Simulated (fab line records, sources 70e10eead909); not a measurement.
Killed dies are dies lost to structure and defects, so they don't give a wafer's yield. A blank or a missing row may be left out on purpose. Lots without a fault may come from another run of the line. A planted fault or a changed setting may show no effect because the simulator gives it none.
fab line records | flow nand_harc
record lots=24 wafers=72 last_day=33
route steps=1302 shown A_STAIRCASE@748
lots that met no fault: from a run of the same line without faults
start_h: hours from the record's first day to the start of the lot's first wafer shown | wait_h: hours since the lot's step before | " the same as in the row above | L1.1+2: a row that stands for several wafers | - no value, or no start given | * or withheld: withheld | < > ~ a bound
route shown NAME@n: a module of which the file shows steps, and the number in the route of the first | usual: mean/standard deviation of fault-free wafers | same: alike in all rows | chamber/n: place in a boat | sites: the reading at each site | _std_site: their standard deviation | _edge_site: outer sites' mean less inner sites' | radius_mm: how far each site lies from the wafer's centre | mask NAME#n: copy n | behind: the tool/chamber that last shaped the wafer | hold: why the lot was held/for how many hours/how that ended | device: the transistor (n, p or np) that didn't switch | end of line: the same wafers' tests at the end of the route | a step without rows: its recipe alone | killed: dies lost to structure and defects at the first sort, not the wafer's yield | map: a wafer's dies, x killed, . not, _ none there
set.NAME: the setting as run; set.NAME@STEP: as run at that earlier step | model.NAME: the simulator's own value behind a step, which no gauge read
steps of the route over a sample of lots; a table a step, a row a wafer
services: from which hour (start_h, from the record's first day; less than 0 if before it) a tool's chamber was out of use, for how many hours, and why
## steps
# step NHARC_A_STAIRCASE_ETCH_234
# recipe target_depth_a=1000 time_s=40.5 ion_energy_ev=400 c4f8_flow_sccm=20 o2_flow_sccm=10 ar_flow_sccm=withheld rf_w=600 bias_w=1000 chemistry=C4F8/O2
# usual oes_product_au=0.944/0.013 rf_vpp_V=894/6.1
# columns lot.wafer tool chamber start_h wait_h oes_product_au rf_hours_counter_h rf_vpp_V
L074.1 rie_diel-03 0 - - 0.962 24 894
L074.6 " 0 " " 0.973 - 891
L074.5 " 1 " " 0.950 - 901
L076.1 rie_diel-12 3 - - 0.944 31 895
L076.3 " 0 " " 0.962 32 890
L076.6 " 0 " " 0.972 - 889
L075.3 rie_diel-13 1 - - 0.962 10 889
L075.4 " 2 " " 0.964 9 893
L075.6 " 1 " " 0.965 - 890
L077.3 rie_diel-12 1 - - 0.955 39 888
L077.4 " 3 " " 0.943 37 896
L077.6 " 0 " " 0.940 - 890
L078.1 rie_diel-12 3 - - 0.928 39 897
L078.2 " 1 " " 0.955 41 887
L078.6 " 0 " " 0.950 - 889
L079.2 rie_diel-03 0 - - 0.966 36 892
L079.3 " 2 " " 0.951 36 889
L079.6 " 0 " " 0.959 - 891
L080.2 rie_diel-03 2 - - 0.955 43 889
L080.1 " 3 " " 0.936 50 906
L080.4 " 0 " " 0.964 45 891
L081.3 rie_diel-12 0 - - 0.943 54 889
L081.5 " 3 " " 0.939 - 895
L081.6 " 0 " " 0.935 - 890
L082.3 rie_diel-12 3 - - 0.941 0 897
L082.6 " 0 " " 0.954 - 887
L082.5 " 1 " " 0.938 - 886
L083.4 rie_diel-03 3 - - 0.957 61 904
L083.2 " 0 " " 0.958 56 892
L083.3 " 1 " " 0.956 52 897
L084.3 rie_diel-12 3 - - 0.929 4 896
L084.5 " 2 " " 0.906 - 899
L084.6 " 3 " " 0.925 - 897
L085.2 rie_diel-13 1 - - 0.948 42 889
L085.1 " 3 " " 0.949 51 889
L085.6 " 2 " " 0.945 - 893
L086.4 rie_diel-03 2 - - 0.952 5 889
L086.5 " 3 " " 0.952 - 904
L086.6 " 0 " " 0.942 - 891
L087.4 rie_diel-03 3 - - 0.941 7 906
L087.1 " 1 " " 0.927 7 898
L087.6 " 0 " " 0.944 - 891
L089.3 rie_diel-12 1 - - 0.955 15 888
L089.5 " 1 " " 0.958 - 886
L089.6 " 0 " " 0.961 - 890
L088.3 rie_diel-12 0 - - 0.951 16 890
L088.1 " 1 " " 0.937 16 886
L088.2 " 2 " " 0.944 16 901
L091.3 rie_diel-12 3 - - 0.944 19 894
L091.1 " 1 " " 0.948 23 886
L091.5 " 0 " " 0.937 - 886
L090.3 rie_diel-03 3 - - 0.920 18 903
L090.4 " 0 " " 0.930 18 891
L090.6 " 2 " " 0.937 - 888
L092.3 rie_diel-12 3 - - 0.935 25 896
L092.6 " 2 " " 0.937 - 900
L092.4 " 1 " " 0.931 - 886
L093.3 rie_diel-03 0 - - 0.934 27 891
L093.4 " 3 " " 0.938 28 905
L093.5 " 0 " " 0.934 - 892
L094.1 rie_diel-12 3 - - 0.935 34 897
L094.2 " 0 " " 0.945 32 889
L094.5 " 3 " " 0.922 - 896
L095.4 rie_diel-13 0 - - 0.937 12 904
L095.5 " 3 " " 0.950 - 888
L095.6 " 0 " " 0.937 - 904
L097.4 rie_diel-12 0 - - 0.945 34 887
L097.3 " 1 " " 0.929 44 888
L097.5 " 2 " " 0.925 - 898
L096.2 rie_diel-03 3 - - 0.943 36 903
L096.3 " 1 " " 0.953 40 899
L096.5 " 0 " " 0.952 - 892
# step NHARC_A_STAIRCASE_ETCH_273
# recipe target_depth_a=1.02e+05 time_s=2468.6 ion_energy_ev=800 c4f8_flow_sccm=80 o2_flow_sccm=60 ar_flow_sccm=withheld rf_w=600 bias_w=3000 chemistry=C4F8/O2/Ar
# usual oes_product_au=0.934/0.011 rf_vpp_V=1823/13
# columns lot.wafer tool chamber start_h wait_h oes_product_au rf_hours_counter_h rf_vpp_V
L074.1 rie_diel-13 2 - - 0.958 6 1821
L074.5 " 0 " " 0.944 - 1847
L074.6 " 1 " " 0.953 - 1814
L076.3 rie_diel-12 0 - - 0.953 37 1812
L076.1 " 3 " " 0.947 34 1828
L076.6 " 1 " " 0.934 - 1810
L075.4 rie_diel-03 1 - - 0.946 30 1833
L075.3 " 2 " " 0.961 32 1810
L075.6 " 3 " " 0.942 - 1846
L077.3 rie_diel-03 1 - - 0.926 33 1834
L077.4 " 3 " " 0.933 39 1845
L077.6 " 1 " " 0.923 - 1834
L078.2 rie_diel-13 3 - - 0.922 23 1813
L078.1 " 0 " " 0.934 23 1847
L078.6 " 0 " " 0.927 - 1846
L079.2 rie_diel-12 0 - - 0.933 46 1813
L079.3 " 1 " " 0.925 44 1812
L079.6 " 0 " " 0.954 - 1811
L080.2 rie_diel-13 3 - - 0.935 37 1815
L080.4 " 0 " " 0.942 34 1845
L080.1 " 2 " " 0.957 32 1820
L081.3 rie_diel-13 0 - - 0.931 36 1846
L081.5 " 0 " " 0.930 - 1845
L081.6 " 1 " " 0.952 - 1815
L082.3 rie_diel-12 2 - - 0.917 2 1834
L082.6 " 1 " " 0.941 - 1811
L082.5 " 2 " " 0.920 - 1836
L083.3 rie_diel-13 2 - - 0.936 44 1818
L083.4 " 3 " " 0.937 49 1811
L083.2 " 0 " " 0.935 46 1843
L084.3 rie_diel-12 1 - - 0.934 7 1811
L084.6 " 3 " " 0.921 - 1829
L084.5 " 0 " " 0.939 - 1813
L085.1 rie_diel-03 1 - - 0.923 3 1834
L085.2 " 2 " " 0.925 3 1811
L085.6 " 0 " " 0.917 - 1819
L086.4 rie_diel-13 1 - - 0.939 47 1813
L086.6 " 2 " " 0.935 - 1821
L086.5 " 3 " " 0.932 - 1813
L087.4 rie_diel-03 1 - - 0.922 11 1832
L087.1 " 3 " " 0.928 10 1844
L087.6 " 2 " " 0.921 - 1809
L089.3 rie_diel-03 0 - - 0.936 14 1816
L089.6 " 1 " " 0.922 - 1832
L089.5 " 2 " " 0.940 - 1810
L088.3 rie_diel-12 1 - - 0.949 22 1809
L088.2 " 2 " " 0.939 20 1832
L088.1 " 3 " " 0.940 18 1826
L091.3 rie_diel-13 0 - - 0.940 0 1845
L091.1 " 2 " " 0.942 0 1818
L091.5 " 0 " " 0.944 - 1845
L090.4 rie_diel-13 1 - - 0.931 3 1812
L090.3 " 2 " " 0.938 2 1818
L090.6 " 2 " " 0.934 - 1819
L092.3 rie_diel-03 1 - - 0.932 26 1833
L092.4 " 3 " " 0.934 - 1843
L092.6 " 0 " " 0.923 - 1817
L093.3 rie_diel-03 1 - - 0.925 30 1832
L093.4 " 3 " " 0.934 28 1842
L093.5 " 2 " " 0.944 - 1810
L094.1 rie_diel-12 3 - - 0.922 36 1826
L094.2 " 0 " " 0.943 35 1811
L094.5 " 2 " " 0.914 - 1834
L095.4 rie_diel-03 2 - - 0.942 39 1809
L095.5 " 3 " " 0.931 - 1843
L095.6 " 0 " " 0.930 - 1816
L097.3 rie_diel-03 3 - - 0.924 39 1844
L097.4 " 0 " " 0.932 38 1816
L097.5 " 2 " " 0.946 - 1809
L096.3 rie_diel-12 1 - - 0.934 51 1808
L096.2 " 2 " " 0.925 47 1832
L096.5 " 0 " " 0.938 - 1811
# step NHARC_A_STAIRCASE_STRIP_274
# recipe o2_flow_sccm=500 ar_flow_sccm=0 bias_w=0 chemistry=O2
# usual drypump_motor_current_A=5.7/0.36 oes_product_au=1.000/0.011 rf_vpp_V=57.6/0.96 showerhead_plenum_p_Torr=3.48/0.18 throttle_valve_pct=17.038/0.009
# columns lot.wafer tool chamber start_h wait_h drypump_motor_current_A oes_product_au rf_hours_counter_h rf_vpp_V showerhead_plenum_p_Torr throttle_valve_pct
L074.1 rie_diel-13 3 - - 5.6 1.008 8 57.4 3.36 17.038
L074.6 " 3 " " 5.6 1.010 - 57.5 3.36 17.042
L074.5 " 0 " " 5.5 0.999 - 59.3 3.80 17.027
L076.3 rie_diel-12 0 - - 5.6 1.017 38 57.5 3.34 17.057
L076.1 " 1 " " 5.4 0.994 37 56.5 3.31 17.059
L076.6 " 3 " " 5.9 1.003 - 58.6 3.54 17.021
L075.4 rie_diel-03 2 - - 6.1 0.996 32 56.4 3.33 17.031
L075.3 " 3 " " 5.3 1.001 36 57.5 3.79 17.044
L075.6 " 0 " " 5.5 1.016 - 57.3 3.41 17.018
L077.3 rie_diel-03 0 - - 5.5 1.011 35 59.3 3.41 17.016
L077.4 " 1 " " 5.3 1.003 34 58.0 3.63 17.044
L077.6 " 3 " " 5.3 1.004 - 57.6 3.79 17.031
L078.2 rie_diel-13 0 - - 5.5 0.992 24 57.9 3.79 17.040
L078.1 " 2 " " 6.6 1.006 20 55.9 3.44 17.040
L078.6 " 0 " " 5.5 0.994 - 57.4 3.79 17.042
L079.2 rie_diel-12 0 - - 5.6 1.017 47 56.5 3.34 17.024
L079.3 " 3 " " 5.9 0.986 43 57.3 3.54 17.026
L079.6 " 1 " " 5.4 0.995 - 56.5 3.31 17.047
L080.1 rie_diel-13 2 - - 6.6 1.015 32 57.4 3.44 17.044
L080.2 " 3 " " 5.5 1.012 38 57.0 3.35 17.039
L080.4 " 0 " " 5.5 0.992 - 58.1 3.79 17.051
L081.3 rie_diel-13 3 - - 5.5 1.010 39 55.6 3.35 17.048
L081.5 " 2 " " 6.6 1.014 - 57.6 3.44 17.036
L081.6 " 3 " " 5.5 1.018 - 57.3 3.35 17.040
L082.3 rie_diel-12 1 - - 5.4 0.995 3 56.8 3.30 17.050
L082.5 " 0 " " 5.6 0.998 - 56.7 3.33 17.033
L082.6 " 1 " " 5.4 0.997 - 56.2 3.30 17.049
L083.3 rie_diel-13 0 - - 5.5 1.015 47 59.3 3.78 17.036
L083.2 " 1 " " 5.4 1.018 42 56.5 3.34 17.033
L083.4 " 2 " " 6.6 1.013 45 56.3 3.43 17.042
L084.3 rie_diel-12 2 - - 6.0 0.985 7 58.3 3.63 17.044
L084.5 " 2 " " 6.0 0.995 - 57.0 3.63 17.044
L084.6 " 3 " " 5.9 0.989 - 57.3 3.52 17.030
L085.1 rie_diel-03 3 - - 5.3 0.997 4 58.5 3.77 17.027
L085.2 " 0 " " 5.5 0.995 4 56.7 3.40 17.036
L085.6 " 3 " " 5.3 1.001 - 59.0 3.77 17.041
L086.4 rie_diel-13 0 - - 5.5 0.999 55 57.7 3.78 17.031
L086.5 " 2 " " 6.6 1.002 - 58.0 3.42 17.038
L086.6 " 3 " " 5.6 1.012 - 56.7 3.34 17.031
L087.4 rie_diel-03 3 - - 5.3 1.003 11 57.9 3.77 17.042
L087.1 " 0 " " 5.5 0.992 12 57.0 3.39 17.032
L087.6 " 3 " " 5.3 0.989 - 60.0 3.77 17.048
L089.3 rie_diel-03 1 - - 5.3 0.992 15 57.6 3.61 17.039
L089.6 " 3 " " 5.3 0.995 - 58.6 3.76 17.033
L089.5 " 0 " " 5.5 0.986 - 57.8 3.39 17.056
L088.2 rie_diel-12 3 - - 5.9 0.996 18 56.2 3.52 17.046
L088.1 " 1 " " 5.4 1.011 23 57.9 3.29 17.026
L088.3 " 2 " " 6.0 0.987 21 57.0 3.62 17.039
L091.1 rie_diel-13 1 - - 5.4 1.022 2 57.7 3.33 17.031
L091.3 " 2 " " 6.6 1.002 1 57.6 3.42 17.027
L091.5 " 0 " " 5.5 0.987 - 56.5 3.77 17.055
L090.4 rie_diel-13 3 - - 5.5 1.006 2 57.7 3.33 17.034
L090.3 " 1 " " 5.4 1.001 4 57.9 3.33 17.034
L090.6 " 0 " " 5.5 0.989 - 57.1 3.77 17.035
L092.3 rie_diel-03 1 - - 5.4 0.985 27 56.2 3.60 17.040
L092.4 " 0 " " 5.5 0.993 - 54.6 3.39 17.034
L092.6 " 3 " " 5.3 1.010 - 58.2 3.76 17.044
L093.4 rie_diel-03 1 - - 5.3 0.985 31 57.0 3.60 17.045
L093.3 " 3 " " 5.3 0.996 29 58.8 3.76 17.038
L093.5 " 0 " " 5.5 0.983 - 58.4 3.38 17.056
L094.1 rie_diel-12 1 - - 5.5 1.001 45 57.5 3.28 17.029
L094.2 " 3 " " 5.9 0.997 37 56.1 3.51 17.045
L094.5 " 0 " " 5.6 1.014 - 56.6 3.31 17.032
L095.4 rie_diel-03 0 - - 5.5 0.987 37 57.5 3.38 17.029
L095.5 " 2 " " 6.1 1.020 - 56.9 3.30 17.028
L095.6 " 3 " " 5.4 0.995 - 58.0 3.75 17.027
L097.4 rie_diel-03 3 - - 5.3 0.998 39 58.7 3.75 17.032
L097.3 " 0 " " 5.5 0.996 38 57.4 3.38 17.052
L097.5 " 2 " " 6.1 1.002 - 56.4 3.29 17.055
L096.2 rie_diel-12 1 - - 5.4 0.991 51 58.1 3.27 17.033
L096.3 " 2 " " 6.0 0.988 48 59.1 3.61 17.042
L096.5 " 1 " " 5.4 1.000 - 57.7 3.27 17.040
# step NHARC_A_STAIRCASE_HM_OPEN_460
# recipe o2_flow_sccm=400 cos_flow_sccm=20 ar_flow_sccm=0 rf_w=500 bias_w=300 chemistry=O2/COS
# usual drypump_motor_current_A=5.7/0.36 oes_product_au=1.000/0.0095 rf_vpp_V=466/3.3 showerhead_plenum_p_Torr=3.07/0.15 throttle_valve_pct=28.329/0.0093
# columns lot.wafer tool chamber start_h wait_h drypump_motor_current_A oes_product_au rf_hours_counter_h rf_vpp_V showerhead_plenum_p_Torr throttle_valve_pct
L074.1 rie_diel-13 3 - - 5.5 0.995 12 464 2.97 28.327
L074.6 " 0 " " 5.5 1.005 - 471 3.37 28.329
L074.5 " 1 " " 5.3 1.001 - 464 2.97 28.321
L076.1 rie_diel-03 1 - - 5.3 1.008 29 469 3.21 28.345
L076.3 " 2 " " 6.1 1.004 31 462 2.94 28.334
L076.6 " 0 " " 5.5 1.010 - 465 3.02 28.310
L075.3 rie_diel-12 3 - - 5.9 0.993 39 469 3.13 28.321
L075.4 " 2 " " 6.0 1.007 31 469 3.22 28.336
L075.6 " 3 " " 5.9 1.001 - 467 3.13 28.344
L077.4 rie_diel-03 3 - - 5.3 1.006 40 472 3.35 28.343
L077.3 " 0 " " 5.5 1.005 36 465 3.02 28.309
L077.6 " 2 " " 6.1 1.002 - 462 2.94 28.319
L078.2 rie_diel-12 0 - - 5.6 1.015 44 461 2.95 28.335
L078.1 " 1 " " 5.4 0.997 43 464 2.92 28.320
L078.6 " 1 " " 5.4 1.002 - 463 2.92 28.331
L079.3 rie_diel-03 2 - - 6.1 1.003 40 464 2.94 28.344
L079.2 " 3 " " 5.3 0.996 46 471 3.35 28.321
L079.6 " 1 " " 5.3 0.994 - 470 3.21 28.339
L080.2 rie_diel-03 0 - - 5.5 1.009 49 465 3.01 28.326
L080.4 " 1 " " 5.3 1.011 46 469 3.21 28.334
L080.1 " 2 " " 6.1 1.006 46 462 2.94 28.338
L081.3 rie_diel-13 0 - - 5.5 1.012 39 472 3.35 28.321
L081.5 " 0 " " 5.5 1.000 - 473 3.35 28.330
L081.6 " 1 " " 5.4 1.003 - 463 2.96 28.332
L082.3 rie_diel-12 0 - - 5.6 1.001 5 464 2.94 28.334
L082.6 " 0 " " 5.6 1.010 - 464 2.94 28.318
L082.5 " 1 " " 5.4 1.003 - 464 2.91 28.337
L083.4 rie_diel-03 0 - - 5.5 0.997 0 465 3.01 28.328
L083.3 " 1 " " 5.3 0.986 0 469 3.20 28.330
L083.2 " 2 " " 6.1 0.998 0 464 2.93 28.320
L084.3 rie_diel-12 1 - - 5.5 1.003 8 463 2.91 28.335
L084.5 " 0 " " 5.6 1.009 - 464 2.94 28.339
L084.6 " 1 " " 5.4 1.014 - 464 2.91 28.317
L085.2 rie_diel-12 1 - - 5.5 1.004 9 462 2.91 28.323
L085.1 " 3 " " 5.9 0.987 9 469 3.12 28.335
L085.6 " 1 " " 5.5 1.009 - 462 2.91 28.312
L086.4 rie_diel-13 2 - - 6.6 1.006 58 465 3.03 28.321
L086.6 " 2 " " 6.6 0.997 - 465 3.03 28.322
L086.5 " 3 " " 5.6 1.003 - 464 2.95 28.334
L087.4 rie_diel-12 2 - - 6.0 0.982 16 470 3.21 28.335
L087.1 " 3 " " 5.9 0.989 14 468 3.12 28.321
L087.6 " 1 " " 5.4 1.007 - 463 2.91 28.327
L089.3 rie_diel-12 3 - - 5.9 0.985 19 466 3.11 28.326
L089.5 " 3 " " 5.9 0.990 - 467 3.11 28.318
L089.6 " 2 " " 6.0 0.989 - 469 3.21 28.334
L088.1 rie_diel-03 0 - - 5.5 0.993 19 465 3.00 28.340
L088.2 " 1 " " 5.3 0.992 19 468 3.19 28.338
L088.3 " 2 " " 6.1 1.005 19 463 2.92 28.330
L091.1 rie_diel-12 1 - - 5.5 0.997 29 463 2.90 28.342
L091.3 " 3 " " 5.9 0.991 25 467 3.11 28.332
L091.5 " 3 " " 5.9 0.984 - 467 3.11 28.332
L090.4 rie_diel-13 2 - - 6.6 1.011 4 466 3.02 28.329
L090.3 " 0 " " 5.5 0.993 3 471 3.34 28.319
L090.6 " 2 " " 6.6 1.005 - 465 3.02 28.335
L092.4 rie_diel-13 3 - - 5.5 0.987 4 463 2.94 28.306
L092.3 " 0 " " 5.5 0.978 4 472 3.34 28.339
L092.6 " 2 " " 6.6 0.996 - 465 3.02 28.326
L093.3 rie_diel-03 1 - - 5.3 0.989 33 468 3.18 28.325
L093.4 " 2 " " 6.1 1.001 31 463 2.92 28.339
L093.5 " 1 " " 5.3 0.981 - 467 3.18 28.333
L094.1 rie_diel-13 2 - - 6.6 1.010 22 465 3.01 28.347
L094.2 " 3 " " 5.5 0.993 15 464 2.94 28.333
L094.5 " 2 " " 6.6 1.001 - 465 3.01 28.325
L095.4 rie_diel-13 3 - - 5.6 0.997 17 464 2.94 28.319
L095.6 " 0 " " 5.5 0.997 - 472 3.33 28.350
L095.5 " 1 " " 5.4 0.999 - 463 2.93 28.340
L097.4 rie_diel-12 2 - - 6.0 0.990 48 470 3.19 28.325
L097.3 " 0 " " 5.6 1.028 40 462 2.93 28.326
L097.5 " 1 " " 5.4 0.994 - 462 2.89 28.335
L096.2 rie_diel-12 3 - - 5.9 0.997 42 465 3.10 28.324
L096.3 " 0 " " 5.6 1.019 42 463 2.93 28.337
L096.5 " 2 " " 6.0 0.990 - 468 3.19 28.336
# step NHARC_A_STAIRCASE_ETCH_294
# recipe target_depth_a=49890 time_s=1211.6 ion_energy_ev=800 c4f8_flow_sccm=80 o2_flow_sccm=60 ar_flow_sccm=withheld rf_w=600 bias_w=3000 chemistry=C4F8/O2/Ar
# usual oes_product_au=0.932/0.01 rf_vpp_V=1822/12
# columns lot.wafer tool chamber start_h wait_h oes_product_au rf_hours_counter_h rf_vpp_V
L074.1 rie_diel-13 1 - - 0.935 10 1814
L074.5 " 1 " " 0.934 - 1815
L074.6 " 2 " " 0.937 - 1822
L076.3 rie_diel-03 0 - - 0.934 29 1819
L076.1 " 1 " " 0.946 29 1834
L076.6 " 2 " " 0.949 - 1811
L075.4 rie_diel-12 0 - - 0.931 43 1813
L075.3 " 1 " " 0.929 41 1810
L075.6 " 0 " " 0.936 - 1813
L077.3 rie_diel-03 0 - - 0.942 36 1818
L077.4 " 2 " " 0.930 36 1810
L077.6 " 0 " " 0.944 - 1817
L078.2 rie_diel-12 0 - - 0.935 45 1812
L078.1 " 1 " " 0.917 43 1810
L078.6 " 3 " " 0.919 - 1829
L079.3 rie_diel-03 0 - - 0.942 41 1817
L079.2 " 1 " " 0.939 39 1834
L079.6 " 3 " " 0.919 - 1847
L080.1 rie_diel-03 3 - - 0.920 54 1844
L080.4 " 0 " " 0.929 49 1818
L080.2 " 2 " " 0.926 47 1810
L081.3 rie_diel-13 3 - - 0.941 41 1814
L081.6 " 1 " " 0.939 - 1813
L081.5 " 2 " " 0.939 - 1820
L082.3 rie_diel-12 1 - - 0.928 5 1809
L082.6 " 3 " " 0.923 - 1827
L082.5 " 0 " " 0.930 - 1811
L083.3 rie_diel-03 0 - - 0.928 1 1817
L083.4 " 1 " " 0.920 1 1834
L083.2 " 3 " " 0.938 1 1843
L084.3 rie_diel-12 1 - - 0.943 8 1809
L084.5 " 1 " " 0.928 - 1808
L084.6 " 2 " " 0.918 - 1834
L085.1 rie_diel-12 1 - - 0.936 9 1809
L085.2 " 3 " " 0.915 9 1827
L085.6 " 2 " " 0.911 - 1835
L086.4 rie_diel-13 1 - - 0.941 53 1811
L086.6 " 3 " " 0.936 - 1813
L086.5 " 0 " " 0.938 - 1845
L087.4 rie_diel-12 2 - - 0.918 16 1834
L087.1 " 3 " " 0.943 14 1827
L087.6 " 2 " " 0.933 - 1833
L089.3 rie_diel-12 3 - - 0.916 20 1827
L089.6 " 2 " " 0.918 - 1834
L089.5 " 1 " " 0.943 - 1809
L088.1 rie_diel-03 3 - - 0.924 19 1845
L088.3 " 0 " " 0.923 19 1816
L088.2 " 1 " " 0.921 19 1833
L091.3 rie_diel-12 3 - - 0.928 26 1828
L091.1 " 1 " " 0.946 30 1809
L091.5 " 1 " " 0.954 - 1809
L090.4 rie_diel-13 2 - - 0.939 4 1819
L090.3 " 1 " " 0.937 4 1811
L090.6 " 2 " " 0.931 - 1817
L092.3 rie_diel-13 1 - - 0.959 6 1811
L092.4 " 2 " " 0.944 5 1817
L092.6 " 2 " " 0.940 - 1819
L093.4 rie_diel-03 1 - - 0.912 33 1832
L093.3 " 3 " " 0.925 31 1845
L093.5 " 2 " " 0.935 - 1810
L094.1 rie_diel-13 3 - - 0.930 15 1811
L094.2 " 2 " " 0.946 23 1817
L094.5 " 2 " " 0.938 - 1819
L095.4 rie_diel-13 1 - - 0.936 26 1811
L095.6 " 1 " " 0.932 - 1812
L095.5 " 2 " " 0.937 - 1817
L097.3 rie_diel-12 0 - - 0.930 40 1812
L097.4 " 3 " " 0.922 41 1824
L097.5 " 0 " " 0.947 - 1810
L096.2 rie_diel-12 3 - - 0.932 43 1825
L096.3 " 1 " " 0.935 53 1809
L096.5 " 3 " " 0.934 - 1824
# step NHARC_A_STAIRCASE_DESCUM_443
# recipe time_s=3 o2_flow_sccm=200 ar_flow_sccm=0 bias_power_w=0 chemistry=O2
# usual drypump_motor_current_A=5.7/0.38 oes_product_au=0.999/0.0095 rf_vpp_V=57.6/0.94 showerhead_plenum_p_Torr=1.88/0.1 throttle_valve_pct=11.311/0.0093
# columns lot.wafer tool chamber start_h wait_h drypump_motor_current_A oes_product_au rf_hours_counter_h rf_vpp_V showerhead_plenum_p_Torr throttle_valve_pct
L074.1 rie_diel-13 1 420.19 - 5.3 1.009 23 57.3 1.81 11.321
L074.5 " 3 " " 5.5 1.005 - 56.5 1.81 11.327
L074.6 " 0 " " 5.5 0.998 - 58.5 2.07 11.312
L076.3 rie_diel-13 3 432.36 - 5.5 0.989 32 56.2 1.81 11.303
L076.1 " 0 " " 5.5 1.005 30 59.3 2.07 11.302
L076.6 " 1 " " 5.4 1.014 - 57.4 1.81 11.308
L075.4 rie_diel-12 1 440.61 - 5.4 0.989 52 57.8 1.78 11.292
L075.3 " 3 " " 5.9 0.990 52 56.9 1.91 11.310
L075.6 " 2 " " 6.0 0.999 - 58.4 1.98 11.306
L078.1 rie_diel-03 2 451.62 - 6.1 1.012 47 58.2 1.79 11.301
L078.2 " 0 " " 5.5 1.001 49 56.8 1.84 11.332
L078.6 " 2 " " 6.1 0.999 - 55.3 1.79 11.301
L077.3 rie_diel-03 2 451.67 - 6.1 1.005 47 57.0 1.79 11.313
L077.4 " 1 " " 5.3 1.017 46 57.8 1.97 11.325
L077.6 " 3 " " 5.3 1.005 - 57.0 2.06 11.317
L079.3 rie_diel-13 0 464.28 - 5.5 1.007 43 58.1 2.06 11.323
L079.2 " 1 " " 5.3 1.016 38 57.4 1.80 11.328
L079.6 " 1 " " 5.4 1.013 - 56.0 1.80 11.309
L081.3 rie_diel-13 1 500.45 - 5.4 1.000 47 57.1 1.80 11.307
L081.6 " 0 " " 5.5 0.999 - 58.5 2.06 11.310
L081.5 " 1 " " 5.4 1.001 - 58.4 1.80 11.304
L080.1 rie_diel-13 2 507.70 - 6.6 1.008 56 58.2 1.85 11.300
L080.4 " 0 " " 5.5 0.991 56 57.9 2.06 11.306
L080.2 " 1 " " 5.4 1.006 50 57.8 1.80 11.308
L082.3 rie_diel-12 1 518.42 - 5.5 0.990 17 57.6 1.78 11.313
L082.5 " 0 " " 5.6 1.013 - 57.8 1.79 11.296
L082.6 " 1 " " 5.4 1.006 - 57.1 1.78 11.314
L083.3 rie_diel-13 0 518.67 - 5.5 1.004 63 57.9 2.05 11.327
L083.4 " 1 " " 5.3 1.001 56 57.7 1.80 11.322
L083.2 " 2 " " 6.6 0.998 61 57.3 1.85 11.297
L084.3 rie_diel-12 2 529.87 - 6.0 0.988 23 58.4 1.97 11.319
L084.6 " 2 " " 6.0 0.998 - 56.4 1.97 11.298
L084.5 " 3 " " 5.9 0.996 - 57.4 1.91 11.311
L085.2 rie_diel-03 1 538.04 - 5.3 0.994 22 57.9 1.96 11.305
L085.1 " 2 " " 6.1 1.004 23 56.0 1.78 11.312
L085.6 " 0 " " 5.5 0.997 - 57.5 1.83 11.305
L087.1 rie_diel-13 2 557.27 - 6.6 1.010 6 58.1 1.85 11.302
L087.4 " 0 " " 5.5 0.994 5 58.4 2.05 11.318
L087.6 " 1 " " 5.4 1.014 - 58.3 1.80 11.312
L086.4 rie_diel-12 3 557.44 - 5.9 0.998 28 57.8 1.91 11.315
L086.5 " 1 " " 5.5 0.995 - 56.2 1.77 11.321
L086.6 " 2 " " 6.0 0.993 - 59.5 1.97 11.311
L088.2 rie_diel-13 0 572.15 - 5.5 0.988 8 57.5 2.05 11.312
L088.3 " 1 " " 5.4 0.990 11 57.2 1.80 11.306
L088.1 " 2 " " 6.6 1.004 10 57.4 1.85 11.305
L089.3 rie_diel-12 3 572.33 - 5.9 0.983 31 57.8 1.90 11.298
L089.5 " 1 " " 5.4 0.989 - 58.1 1.77 11.306
L089.6 " 2 " " 6.0 0.989 - 58.0 1.96 11.313
L091.3 rie_diel-13 1 586.17 - 5.4 0.978 18 58.2 1.79 11.310
L091.1 " 2 " " 6.6 0.986 18 57.4 1.84 11.321
L091.5 " 3 " " 5.5 0.990 - 56.0 1.80 11.319
L090.3 rie_diel-12 1 593.51 - 5.4 0.988 46 57.4 1.77 11.312
L090.4 " 2 " " 6.0 0.984 43 57.1 1.96 11.312
L090.6 " 1 " " 5.4 1.001 - 57.9 1.77 11.324
L092.3 rie_diel-03 3 602.12 - 5.3 0.999 40 58.4 2.04 11.308
L092.4 " 1 " " 5.3 1.003 44 58.7 1.95 11.320
L092.6 " 3 " " 5.3 0.998 - 58.1 2.04 11.313
L093.4 rie_diel-12 1 622.32 - 5.4 0.995 57 57.5 1.76 11.313
L093.3 " 3 " " 5.9 0.982 47 57.7 1.90 11.301
L093.5 " 1 " " 5.4 1.003 - 57.3 1.76 11.321
L094.1 rie_diel-13 2 643.67 - 6.6 1.004 38 56.4 1.84 11.317
L094.2 " 0 " " 5.5 0.992 28 57.9 2.04 11.307
L094.5 " 1 " " 5.4 1.004 - 56.7 1.79 11.310
L097.3 rie_diel-13 0 651.06 - 5.5 0.992 32 59.5 2.04 11.331
L097.4 " 2 " " 6.6 1.001 44 56.7 1.84 11.304
L097.5 " 1 " " 5.4 1.003 - 57.3 1.78 11.316
L096.2 rie_diel-03 1 651.28 - 5.3 0.993 1 58.5 1.95 11.323
L096.3 " 3 " " 5.3 0.999 1 58.3 2.04 11.296
L096.5 " 1 " " 5.3 0.997 - 57.9 1.95 11.309
L095.4 rie_diel-12 3 652.23 - 5.9 0.989 5 56.7 1.90 11.303
L095.6 " 3 " " 5.9 0.992 - 57.9 1.90 11.316
L095.5 " 0 " " 5.6 0.995 - 56.0 1.78 11.327
## services
# columns tool chamber start_h hours kind
rie_diel-13 - 342.11 9.0 pm
rie_diel-12 0 353.13 - clean
rie_diel-12 1 353.13 - clean
rie_diel-12 2 353.13 - clean
rie_diel-12 3 353.13 - clean
rie_diel-03 0 359.61 6.1 repair
rie_diel-12 0 377.63 - clean
rie_diel-12 1 377.63 - clean
rie_diel-12 2 377.63 - clean
rie_diel-12 3 377.63 - clean
rie_diel-12 0 402.16 - clean
rie_diel-12 2 406.71 10.1 repair
rie_diel-03 2 421.02 1.3 repair
rie_diel-13 3 422.60 3.9 repair
rie_diel-12 - 445.56 9.0 pm
rie_diel-13 - 521.62 9.0 pm
rie_diel-12 0 526.03 5.7 repair
rie_diel-03 - 533.13 0.7 repair
rie_diel-12 0 536.48 5.4 repair
rie_diel-03 2 543.29 7.7 repair
rie_diel-12 - 590.55 0.9 repair
rie_diel-12 - 625.27 9.0 pm
rie_diel-03 2 625.40 19.0 repair
rie_diel-03 - 638.04 9.0 pm
## key
fault none
